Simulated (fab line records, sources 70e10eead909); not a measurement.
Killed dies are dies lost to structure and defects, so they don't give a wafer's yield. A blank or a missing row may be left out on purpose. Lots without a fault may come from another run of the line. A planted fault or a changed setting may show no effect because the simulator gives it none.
Which tool did it? | flow nand_harc | 12 lots, 35 wafers sampled, at 6 steps of a route of 1159

WHAT THE GAUGES READ, wafer by wafer
NHARC_A_ONON_D1_THK_MEAS_21: measures by ellipsometry.
lot  | measured     | on            | thk_nm (nm)
L859 | day 8 13:38  | film_metro-02 | 1011 1010 1010
L860 | day 8 13:51  | film_metro-02 | 1003 1002 1003
L862 | day 8 13:58  | film_metro-02 | 998 998 997
L863 | day 9 01:43  | film_metro-01 | 997 996 997
L867 | day 10 06:13 | film_metro-02 | 989 988 989
L871 | day 11 06:50 | film_metro-02 | 1905 999
L873 | day 11 10:53 | film_metro-02 | 1012 1012 1915
L874 | day 11 20:48 | film_metro-01 | 1015 1014 1919
L875 | day 11 20:47 | film_metro-02 | 989 989 989
L878 | day 12 17:35 | film_metro-02 | 1022 1020 1022
L879 | day 12 17:56 | film_metro-01 | 1013 1014 1011
L882 | day 14 04:29 | film_metro-01 | 1010 1010 1009

NHARC_END_SORT_01.
lot  | measured     | on        | killed_at_array | killed_at_other | killed_at_periphery | killed_dies | killed_open | killed_short
L871 | day 22 09:09 | prober-02 | 672 35          | 1 0             | 4 1                 | 677 36      | 6 3         | 3 2
L873 | day 22 19:23 | prober-01 | 18 15 673       | 1 2 1           | 3 11 3              | 22 28 677   | 2 2 4       | 3 2 1
L874 | day 23 22:25 | prober-02 | 32 33 675       | 0 0 0           | 1 1 2               | 33 34 677   | 2 2 3       | 0 0 1

WHICH TOOL RAN EACH LOT (tool, then ch and the chambers of the sampled wafers, then the start)
lot  | NHARC_P_BONDPAD_ACTIVATE_29        | NHARC_A_ZERO_WELL_ETCH_13        | NHARC_A_ZERO_WELL_RTA_16         | NHARC_A_ONON_D1_DEP_19
L859 | rie_diel-12 ch 0,2,3, day 6 21:50  | rie_si-02 ch 0,2,3, day 6 23:29  | rtp_anneal-02 ch 0, day 7 00:31  | pecvd_onon-02 ch 0, day 8 13:08
L860 | rie_diel-12 ch 2,3, day 7 02:04    | rie_si-03 ch 1,2,3, day 7 03:42  | rtp_anneal-02 ch 0, day 7 04:39  | pecvd_onon-04 ch 0, day 8 13:23
L862 | rie_diel-12 ch 0,1, day 7 06:24    | rie_si-02 ch 2,3, day 7 07:55    | rtp_anneal-02 ch 0, day 7 08:48  | pecvd_onon-03 ch 0, day 8 13:28
L863 | rie_diel-06 ch 0,2,3, day 7 15:23  | rie_si-01 ch 0,1, day 7 16:56    | rtp_anneal-01 ch 0, day 7 18:04  | pecvd_onon-02 ch 0, day 9 01:12
L867 | rie_diel-12 ch 0,1,3, day 8 20:44  | rie_si-02 ch 0,1, day 8 22:22    | rtp_anneal-02 ch 0, day 8 23:17  | pecvd_onon-02 ch 0, day 10 05:45
L871 | rie_diel-05 ch 0,2, day 9 17:04    | rie_si-01 ch 1,3, day 9 19:07    | rtp_anneal-02 ch 0, day 9 20:08  | pecvd_onon-02 ch 0, day 11 06:23
L873 | rie_diel-12 ch 0,2,3, day 10 01:28 | rie_si-03 ch 2,3, day 10 02:56   | rtp_anneal-02 ch 0, day 10 03:53 | pecvd_onon-02 ch 0, day 11 10:29
L874 | rie_diel-12 ch 0,2, day 10 10:28   | rie_si-02 ch 0,1, day 10 12:04   | rtp_anneal-01 ch 0, day 10 12:58 | pecvd_onon-02 ch 0, day 11 20:17
L875 | rie_diel-05 ch 0,1,3, day 10 11:08 | rie_si-01 ch 1,2, day 10 12:37   | rtp_anneal-02 ch 0, day 10 13:31 | pecvd_onon-04 ch 0, day 11 20:17
L878 | rie_diel-12 ch 0,1,2, day 11 08:25 | rie_si-03 ch 1,3, day 11 09:52   | rtp_anneal-02 ch 0, day 11 10:46 | pecvd_onon-03 ch 0, day 12 17:05
L879 | rie_diel-06 ch 0,1,3, day 11 10:47 | rie_si-01 ch 0,1,2, day 11 12:24 | rtp_anneal-01 ch 0, day 11 13:35 | pecvd_onon-03 ch 0, day 12 17:29
L882 | rie_diel-12 ch 2,3, day 12 16:02   | rie_si-03 ch 2,3, day 12 17:39   | rtp_anneal-01 ch 0, day 12 18:37 | pecvd_onon-04 ch 0, day 14 04:02
- NHARC_P_BONDPAD_ACTIVATE_29: chemistry N2, time 60 s.
- NHARC_A_ZERO_WELL_ETCH_13: etches the open film in HBr/Cl2, target depth 120 nm, time 40.1 s.
- NHARC_A_ZERO_WELL_RTA_16: time 10 s.
- NHARC_A_ONON_D1_DEP_19: target thk 1000 nm.

WHAT THE TOOLS THEMSELVES READ (means of the sampled wafers that have a number; where no wafer has one, the mark that the record gives instead)
NHARC_P_BONDPAD_ACTIVATE_29.
lot  | tool        | drypump_motor_current_A (A) | oes_product_au (a.u.) | rf_vpp_V (V) | showerhead_plenum_p_Torr (Torr)
L859 | rie_diel-12 | 6.2                         | 0.993                 | 64.1         | 1.79
L860 | rie_diel-12 | 6.0                         | 0.989                 | 64.9         | 1.82
L862 | rie_diel-12 | 5.9                         | 0.998                 | 63.6         | 1.72
L863 | rie_diel-06 | 5.9                         | 0.998                 | 63.8         | 1.79
L867 | rie_diel-12 | 5.8                         | 1.007                 | 64.0         | 1.74
L871 | rie_diel-05 | 6.3                         | 0.988                 | 65.2         | 1.79
L873 | rie_diel-12 | 6.1                         | 0.998                 | 64.4         | 1.78
L874 | rie_diel-12 | 6.3                         | 0.995                 | 64.5         | 1.75
L875 | rie_diel-05 | 5.6                         | 0.995                 | 63.6         | 1.70
L878 | rie_diel-12 | 5.9                         | 0.995                 | 63.6         | 1.76
L879 | rie_diel-06 | 6.0                         | 1.001                 | 63.5         | 1.79
L882 | rie_diel-12 | 6.0                         | 0.998                 | 63.6         | 1.81

NHARC_A_ZERO_WELL_ETCH_13.
lot  | tool      | drypump_motor_current_A (A) | hbr_flow_sccm (sccm) | oes_product_au (a.u.) | throttle_valve_pct (%)
L859 | rie_si-02 | 5.9                         | 149.8                | 1.003                 | 26.397
L860 | rie_si-03 | 5.5                         | 149.9                | 1.004                 | 26.416
L862 | rie_si-02 | 5.9                         | 149.9                | 0.997                 | 26.411
L863 | rie_si-01 | 6.1                         | 149.9                | 0.999                 | 26.412
L867 | rie_si-02 | 6.2                         | 150.0                | 1.004                 | 26.409
L871 | rie_si-01 | 5.7                         | 150.2                | 0.984                 | 26.409
L873 | rie_si-03 | 5.8                         | 150.0                | 0.992                 | 26.393
L874 | rie_si-02 | 6.1                         | 150.2                | 1.011                 | 26.408
L875 | rie_si-01 | 6.0                         | 150.4                | 0.997                 | 26.397
L878 | rie_si-03 | 5.5                         | 150.2                | 0.995                 | 26.413
L879 | rie_si-01 | 5.9                         | 150.3                | 0.995                 | 26.404
L882 | rie_si-03 | 5.5                         | 149.5                | 0.998                 | 26.399

NHARC_A_ZERO_WELL_RTA_16.
lot  | tool          | lamp_power_pct (%) | wafer_temp_C_max
L859 | rtp_anneal-02 | 30.5               | 1005.9
L860 | rtp_anneal-02 | 30.5               | 1004.7
L862 | rtp_anneal-02 | 30.5               | 1006.2
L863 | rtp_anneal-01 | 33.1               | 1005.9
L867 | rtp_anneal-02 | 30.4               | 1005.4
L871 | rtp_anneal-02 | 30.4               | 1006.4
L873 | rtp_anneal-02 | 30.4               | 1005.7
L874 | rtp_anneal-01 | 33.0               | 1006.4
L875 | rtp_anneal-02 | 30.5               | 1006.2
L878 | rtp_anneal-02 | 30.5               | 1005.5
L879 | rtp_anneal-01 | 33.1               | 1007.1
L882 | rtp_anneal-01 | 33.1               | 1008.0

NHARC_A_ONON_D1_DEP_19.
lot  | tool          | n2o_flow_sccm (sccm) | nh3_flow_sccm (sccm)
L859 | pecvd_onon-02 | 2004                 | 501.2
L860 | pecvd_onon-04 | 1999                 | 500.6
L862 | pecvd_onon-03 | 2002                 | 499.0
L863 | pecvd_onon-02 | 1998                 | 500.0
L867 | pecvd_onon-02 | 1999                 | 498.5
L871 | pecvd_onon-02 | 1994                 | 498.4
L873 | pecvd_onon-02 | 1997                 | 500.3
L874 | pecvd_onon-02 | 2008                 | 500.8
L875 | pecvd_onon-04 | 2007                 | 500.5
L878 | pecvd_onon-03 | 1997                 | 499.6
L879 | pecvd_onon-03 | 1998                 | 497.4
L882 | pecvd_onon-04 | 2003                 | 500.1

THE ANSWER, worked out from the rows above alone
Rule: what is usual is taken from the lots themselves. Put in order of their means at a reading, lots are off if they are a third of the lots or fewer, leave a main group of 4 or more, and stand apart from it by a gap of 3 or more times the standard deviation of the main group's means; of several such gaps the widest counts. A main group whose means are all the same, to the digits that the tables above print for the reading, isn't used. A lot without any number at a reading at which 4 lots or more have one is off too. The other lots that the step has rows for count as sound. The gauges are gone through in route order, then the tools' own readings, and for those a lot's mean is taken as printed above. The first step at which some lot is off is used, and at that step the reading that is off furthest; a lot without a number counts as furthest.
Off: L871, L873, L874, at NHARC_A_ONON_D1_THK_MEAS_21 (thk_nm). The main group: mean 1003 nm, standard deviation 11.
A tool fits if, at a process step before that reading, it ran every lot that is off, and no sound lot after the first of them. The gauges at NHARC_A_ONON_D1_THK_MEAS_21 are tried like those tools. One fits: pecvd_onon-02 at NHARC_A_ONON_D1_DEP_19. Its last sound lot is L867 (day 10 05:45), its first lot that is off L871 (day 11 06:23): a fault that began between those two fits.

WHAT THE SIMULATOR HAD PUT IN
Process parameter drift: pecvd_onon-02, from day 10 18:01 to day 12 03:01, at NHARC_A_ONON_D1_DEP_19. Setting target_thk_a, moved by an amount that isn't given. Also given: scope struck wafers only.
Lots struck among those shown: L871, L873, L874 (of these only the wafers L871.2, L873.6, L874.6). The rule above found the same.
